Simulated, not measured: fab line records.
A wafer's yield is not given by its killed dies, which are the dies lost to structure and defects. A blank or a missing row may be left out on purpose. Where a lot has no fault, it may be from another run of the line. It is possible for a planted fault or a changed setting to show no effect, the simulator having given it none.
Lot-split experiment || flow n5-finfet || route with 1938 steps; 7 lots, 39 wafers read

THE SPLIT ITSELF
At N5_HKMG_FIN_ETCH_55 (etches SOC in N2/H2, target depth 240 nm, time 300 s), the setting time-s was moved away from the recipe's 300 s on 12 of the 39 wafers read, by -56.3% to -19.0%. All remaining wafers had this setting at the recipe value.

The reading comes from the split's own step.

THE READING
SiARC_of_HKMG_FIN_COAT_42.thk-nm (the simulator's own value, which no gauge read), in nm, at N5_HKMG_FIN_ETCH_55 (etches SOC in N2/H2, target depth 240 nm, time 300 s). There is no usual value for it anywhere in the file. Average 21.4 nm, standard deviation 0.28 nm, over the 27 wafers here run with the recipe.

{"wafer": "L077.1", "tool, chamber at the split": "rie-diel-05, 1", "time-s as run, s": 300, "against the recipe": "recipe", "SiARC_of_HKMG_FIN_COAT_42.thk-nm, nm": 21.6, "against lot-mates on the recipe": "-"}
{"wafer": "L077.2", "tool, chamber at the split": "rie-diel-05, 2", "time-s as run, s": 300, "against the recipe": "recipe", "SiARC_of_HKMG_FIN_COAT_42.thk-nm, nm": 21.6, "against lot-mates on the recipe": "-"}
{"wafer": "L077.3", "tool, chamber at the split": "rie-diel-05, 3", "time-s as run, s": 300, "against the recipe": "recipe", "SiARC_of_HKMG_FIN_COAT_42.thk-nm, nm": 21, "against lot-mates on the recipe": "-"}
{"wafer": "L077.4", "tool, chamber at the split": "rie-diel-05, 0", "time-s as run, s": 300, "against the recipe": "recipe", "SiARC_of_HKMG_FIN_COAT_42.thk-nm, nm": 21.6, "against lot-mates on the recipe": "-"}
{"wafer": "L077.5", "tool, chamber at the split": "rie-diel-05, 3", "time-s as run, s": 300, "against the recipe": "recipe", "SiARC_of_HKMG_FIN_COAT_42.thk-nm, nm": 21.2, "against lot-mates on the recipe": "-"}
{"wafer": "L077.6", "tool, chamber at the split": "rie-diel-05, 0", "time-s as run, s": 300, "against the recipe": "recipe", "SiARC_of_HKMG_FIN_COAT_42.thk-nm, nm": 21.6, "against lot-mates on the recipe": "-"}
{"wafer": "L082.1", "tool, chamber at the split": "rie-diel-06, 1", "time-s as run, s": 300, "against the recipe": "recipe", "SiARC_of_HKMG_FIN_COAT_42.thk-nm, nm": 21.2, "against lot-mates on the recipe": "-"}
{"wafer": "L082.2", "tool, chamber at the split": "rie-diel-06, 2", "time-s as run, s": 300, "against the recipe": "recipe", "SiARC_of_HKMG_FIN_COAT_42.thk-nm, nm": 21, "against lot-mates on the recipe": "-"}
{"wafer": "L082.3", "tool, chamber at the split": "rie-diel-06, 3", "time-s as run, s": 243.1, "against the recipe": "-19.0%", "SiARC_of_HKMG_FIN_COAT_42.thk-nm, nm": 23.8, "against lot-mates on the recipe": "+2.5"}
{"wafer": "L082.4", "tool, chamber at the split": "rie-diel-06, 0", "time-s as run, s": 300, "against the recipe": "recipe", "SiARC_of_HKMG_FIN_COAT_42.thk-nm, nm": 21.6, "against lot-mates on the recipe": "-"}
{"wafer": "L082.5", "tool, chamber at the split": "rie-diel-06, 0", "time-s as run, s": 243.1, "against the recipe": "-19.0%", "SiARC_of_HKMG_FIN_COAT_42.thk-nm, nm": 24.2, "against lot-mates on the recipe": "+2.9"}
{"wafer": "L082.6", "tool, chamber at the split": "rie-diel-06, 3", "time-s as run, s": 243.1, "against the recipe": "-19.0%", "SiARC_of_HKMG_FIN_COAT_42.thk-nm, nm": 23.8, "against lot-mates on the recipe": "+2.5"}
{"wafer": "L083.1", "tool, chamber at the split": "rie-diel-06, 2", "time-s as run, s": 300, "against the recipe": "recipe", "SiARC_of_HKMG_FIN_COAT_42.thk-nm, nm": 21, "against lot-mates on the recipe": "-"}
{"wafer": "L083.2", "tool, chamber at the split": "rie-diel-06, 3", "time-s as run, s": 300, "against the recipe": "recipe", "SiARC_of_HKMG_FIN_COAT_42.thk-nm, nm": 21.2, "against lot-mates on the recipe": "-"}
{"wafer": "L083.3", "tool, chamber at the split": "rie-diel-06, 0", "time-s as run, s": 155.5, "against the recipe": "-48.2%", "SiARC_of_HKMG_FIN_COAT_42.thk-nm, nm": 28, "against lot-mates on the recipe": "+6.9"}
{"wafer": "L083.4", "tool, chamber at the split": "rie-diel-06, 1", "time-s as run, s": 155.5, "against the recipe": "-48.2%", "SiARC_of_HKMG_FIN_COAT_42.thk-nm, nm": 27.8, "against lot-mates on the recipe": "+6.7"}
{"wafer": "L083.5", "tool, chamber at the split": "rie-diel-06, 2", "time-s as run, s": 300, "against the recipe": "recipe", "SiARC_of_HKMG_FIN_COAT_42.thk-nm, nm": 21.2, "against lot-mates on the recipe": "-"}
{"wafer": "L083.6", "tool, chamber at the split": "rie-diel-06, 1", "time-s as run, s": 155.5, "against the recipe": "-48.2%", "SiARC_of_HKMG_FIN_COAT_42.thk-nm, nm": 28, "against lot-mates on the recipe": "+6.9"}
{"wafer": "L087.1", "tool, chamber at the split": "rie-diel-05, 0", "time-s as run, s": 300, "against the recipe": "recipe", "SiARC_of_HKMG_FIN_COAT_42.thk-nm, nm": 21.8, "against lot-mates on the recipe": "-"}
{"wafer": "L087.2", "tool, chamber at the split": "rie-diel-05, 1", "time-s as run, s": 175.6, "against the recipe": "-41.5%", "SiARC_of_HKMG_FIN_COAT_42.thk-nm, nm": 27.4, "against lot-mates on the recipe": "+5.7"}
{"wafer": "L087.3", "tool, chamber at the split": "rie-diel-05, 3", "time-s as run, s": 300, "against the recipe": "recipe", "SiARC_of_HKMG_FIN_COAT_42.thk-nm, nm": 21.4, "against lot-mates on the recipe": "-"}
{"wafer": "L087.4", "tool, chamber at the split": "rie-diel-05, 2", "time-s as run, s": 175.6, "against the recipe": "-41.5%", "SiARC_of_HKMG_FIN_COAT_42.thk-nm, nm": 27.4, "against lot-mates on the recipe": "+5.7"}
{"wafer": "L087.5", "tool, chamber at the split": "rie-diel-05, 3", "time-s as run, s": 175.6, "against the recipe": "-41.5%", "SiARC_of_HKMG_FIN_COAT_42.thk-nm, nm": 27.2, "against lot-mates on the recipe": "+5.5"}
{"wafer": "L087.6", "tool, chamber at the split": "rie-diel-05, 0", "time-s as run, s": 300, "against the recipe": "recipe", "SiARC_of_HKMG_FIN_COAT_42.thk-nm, nm": 21.8, "against lot-mates on the recipe": "-"}
{"wafer": "L088.1", "tool, chamber at the split": "rie-diel-06, 1", "time-s as run, s": 300, "against the recipe": "recipe", "SiARC_of_HKMG_FIN_COAT_42.thk-nm, nm": 21.2, "against lot-mates on the recipe": "-"}
{"wafer": "L088.2", "tool, chamber at the split": "rie-diel-06, 3", "time-s as run, s": 300, "against the recipe": "recipe", "SiARC_of_HKMG_FIN_COAT_42.thk-nm, nm": 20.8, "against lot-mates on the recipe": "-"}
{"wafer": "L088.3", "tool, chamber at the split": "rie-diel-06, 0", "time-s as run, s": 131, "against the recipe": "-56.3%", "SiARC_of_HKMG_FIN_COAT_42.thk-nm, nm": 29.2, "against lot-mates on the recipe": "+8.1"}
{"wafer": "L088.4", "tool, chamber at the split": "rie-diel-06, 2", "time-s as run, s": 131, "against the recipe": "-56.3%", "SiARC_of_HKMG_FIN_COAT_42.thk-nm, nm": 28.8, "against lot-mates on the recipe": "+7.7"}
{"wafer": "L088.5", "tool, chamber at the split": "rie-diel-06, 0", "time-s as run, s": 300, "against the recipe": "recipe", "SiARC_of_HKMG_FIN_COAT_42.thk-nm, nm": 21.4, "against lot-mates on the recipe": "-"}
{"wafer": "L088.6", "tool, chamber at the split": "rie-diel-06, 3", "time-s as run, s": 131, "against the recipe": "-56.3%", "SiARC_of_HKMG_FIN_COAT_42.thk-nm, nm": 28.8, "against lot-mates on the recipe": "+7.7"}
{"wafer": "L094.1", "tool, chamber at the split": "rie-diel-05, 2", "time-s as run, s": 300, "against the recipe": "recipe", "SiARC_of_HKMG_FIN_COAT_42.thk-nm, nm": 21.8, "against lot-mates on the recipe": "-"}
{"wafer": "L094.4", "tool, chamber at the split": "rie-diel-05, 0", "time-s as run, s": 300, "against the recipe": "recipe", "SiARC_of_HKMG_FIN_COAT_42.thk-nm, nm": 21.8, "against lot-mates on the recipe": "-"}
{"wafer": "L094.5", "tool, chamber at the split": "rie-diel-05, 0", "time-s as run, s": 300, "against the recipe": "recipe", "SiARC_of_HKMG_FIN_COAT_42.thk-nm, nm": 21.8, "against lot-mates on the recipe": "-"}
{"wafer": "L096.1", "tool, chamber at the split": "rie-diel-03, 0", "time-s as run, s": 300, "against the recipe": "recipe", "SiARC_of_HKMG_FIN_COAT_42.thk-nm, nm": 21.2, "against lot-mates on the recipe": "-"}
{"wafer": "L096.2", "tool, chamber at the split": "rie-diel-03, 3", "time-s as run, s": 300, "against the recipe": "recipe", "SiARC_of_HKMG_FIN_COAT_42.thk-nm, nm": 21.4, "against lot-mates on the recipe": "-"}
{"wafer": "L096.3", "tool, chamber at the split": "rie-diel-03, 2", "time-s as run, s": 300, "against the recipe": "recipe", "SiARC_of_HKMG_FIN_COAT_42.thk-nm, nm": 21.4, "against lot-mates on the recipe": "-"}
{"wafer": "L096.4", "tool, chamber at the split": "rie-diel-03, 1", "time-s as run, s": 300, "against the recipe": "recipe", "SiARC_of_HKMG_FIN_COAT_42.thk-nm, nm": 21.2, "against lot-mates on the recipe": "-"}
{"wafer": "L096.5", "tool, chamber at the split": "rie-diel-03, 2", "time-s as run, s": 300, "against the recipe": "recipe", "SiARC_of_HKMG_FIN_COAT_42.thk-nm, nm": 21.4, "against lot-mates on the recipe": "-"}
{"wafer": "L096.6", "tool, chamber at the split": "rie-diel-03, 3", "time-s as run, s": 300, "against the recipe": "recipe", "SiARC_of_HKMG_FIN_COAT_42.thk-nm, nm": 21.4, "against lot-mates on the recipe": "-"}

THE FIT
A straight line over all 39 wafers: SiARC_of_HKMG_FIN_COAT_42.thk-nm changes by -0.137 nm for each +1% of time-s; r = -1.00; the points scatter about the line by 0.27 nm.
The same after taking each lot's own level away (the mean of its wafers on the recipe; 39 wafers): -0.139 nm for each +1%; r = -1.00; scatter 0.18 nm.
According to that fit, moving time-s by its largest amount changes the reading by 7.8 nm.
Across the lots, their own levels run from 21.13 to 21.80 nm, a range of 2.4 times the standard deviation given above.
The two slopes agree, so the slope changes little with the lot-to-lot level.
Check: +7.79 nm against its lot-mates is what the line predicts for one of the wafers moved furthest among these (-56.3%) when that wafer is left out of the fit. Against them it came out at +8.07 nm.

THE OTHER SPLITS THESE WAFERS WENT THROUGH
Note: prior to the reading, these wafers also went through further splits. Each is held against what the fit with the lots' levels taken away leaves over:
{"other split on the same wafers": "N5_ZERO_LAYER_DEVELOP_10 develop-time-s", "wafers away from the commonest value": 18, "r with SiARC_of_HKMG_FIN_COAT_42.thk-nm (lot level and that fit taken away)": -0.07}
{"other split on the same wafers": "N5_FIN_SAQP_HM_DEP_72 time-s", "wafers away from the commonest value": 12, "r with SiARC_of_HKMG_FIN_COAT_42.thk-nm (lot level and that fit taken away)": -0.02}
{"other split on the same wafers": "N5_SPACER0_ALD_00 ald-cycles", "wafers away from the commonest value": 12, "r with SiARC_of_HKMG_FIN_COAT_42.thk-nm (lot level and that fit taken away)": "+0.00"}

THE WHOLE CHAIN: every reading that the file lists as answering this split, in the file's order
{"step": "N5_HKMG_FIN_ETCH_55", "what it does": "etches SOC in N2/H2, target depth 240 nm, time 300 s", "reading": "HKMG_FIN.feature-depth-nm (the simulator's own value, which no gauge read)", "change (the file's fit)": "+2.41 nm for each +1% of the setting", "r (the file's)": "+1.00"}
{"step": "N5_HKMG_FIN_ETCH_55", "what it does": "etches SOC in N2/H2, target depth 240 nm, time 300 s", "reading": "etch.depth-nm (the simulator's own value, which no gauge read)", "change (the file's fit)": "+2.41 nm for each +1% of the setting", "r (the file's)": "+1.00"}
{"step": "N5_HKMG_FIN_ETCH_55", "what it does": "etches SOC in N2/H2, target depth 240 nm, time 300 s", "reading": "SiARC_of_HKMG_FIN_COAT_42.thk-nm (the simulator's own value, which no gauge read)", "change (the file's fit)": "-0.139 nm for each +1% of the setting", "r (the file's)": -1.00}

FILE'S OWN FIT
SiARC_of_HKMG_FIN_COAT_42.thk-nm changes by -0.139 nm for each +1% of time-s, r = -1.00.
